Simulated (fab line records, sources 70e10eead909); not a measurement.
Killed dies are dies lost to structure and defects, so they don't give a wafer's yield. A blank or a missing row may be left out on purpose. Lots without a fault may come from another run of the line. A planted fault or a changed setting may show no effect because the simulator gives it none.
Chamber matching | flow nand_harc | NHARC_A_M0_PRE_CLEAN_31 on pecvd-02: 3 sister chambers
The step time 12 s. 6 wafers are shown with their chamber, then 10 later ones without.

WAFERS WITH THEIR CHAMBER
wafer  | chamber | heater_power_w (W) | heater_power_outer_w (W)
L082.2 | 2       | 723                | 407
L085.1 | 1       | 700                | 409
L087.1 | 2       | 674                | 359
L087.2 | 1       | 659                | 395
L090.3 | 0       | 626                | 347
L090.4 | 0       | 639                | 345

WAFERS WITHOUT THEIR CHAMBER
wafer  | heater_power_w (W) | heater_power_outer_w (W)
L090.6 | 589                | 349
L091.1 | 629                | 365
L091.5 | 702                | 403
L091.6 | 676                | 354
L093.2 | 647                | 345
L093.3 | 698                | 408
L093.4 | 648                | 340
L097.1 | 698                | 381
L097.2 | 694                | 423
L097.3 | 675                | 423

WHICH CHAMBER EACH WENT THROUGH
wafer  | from the rows above          | in truth
L090.6 | 0                            | 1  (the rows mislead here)
L091.1 | can't be placed: 0 or 1 or 2 | 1
L091.5 | can't be placed: 1 or 2      | 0
L091.6 | can't be placed: 2 or 0 or 1 | 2
L093.2 | 0                            | 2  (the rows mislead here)
L093.3 | can't be placed: 1 or 2      | 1
L093.4 | 0                            | 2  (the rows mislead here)
L097.1 | can't be placed: 2 or 1      | 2
L097.2 | can't be placed: 1 or 2      | 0
L097.3 | can't be placed: 1 or 2      | 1
Placed correctly: 0 of 10. Can't be placed from these rows: 7 (the true chamber is among the candidates in 5). Placed wrongly: 3.
How it was worked out, from the rows above alone: a wafer's distance from a chamber is the root of the sum, over the readings, of the square of ((its reading less the chamber's mean) divided by the reading's scatter). The wafer belongs to the nearest chamber; if the next one is less than 2 further off, it can't be placed. A chamber's mean is the mean of its shown wafers. The scatter: the root of (the sum of the squares of (reading less its chamber's mean) over the shown wafers, divided by (wafers less chambers)).
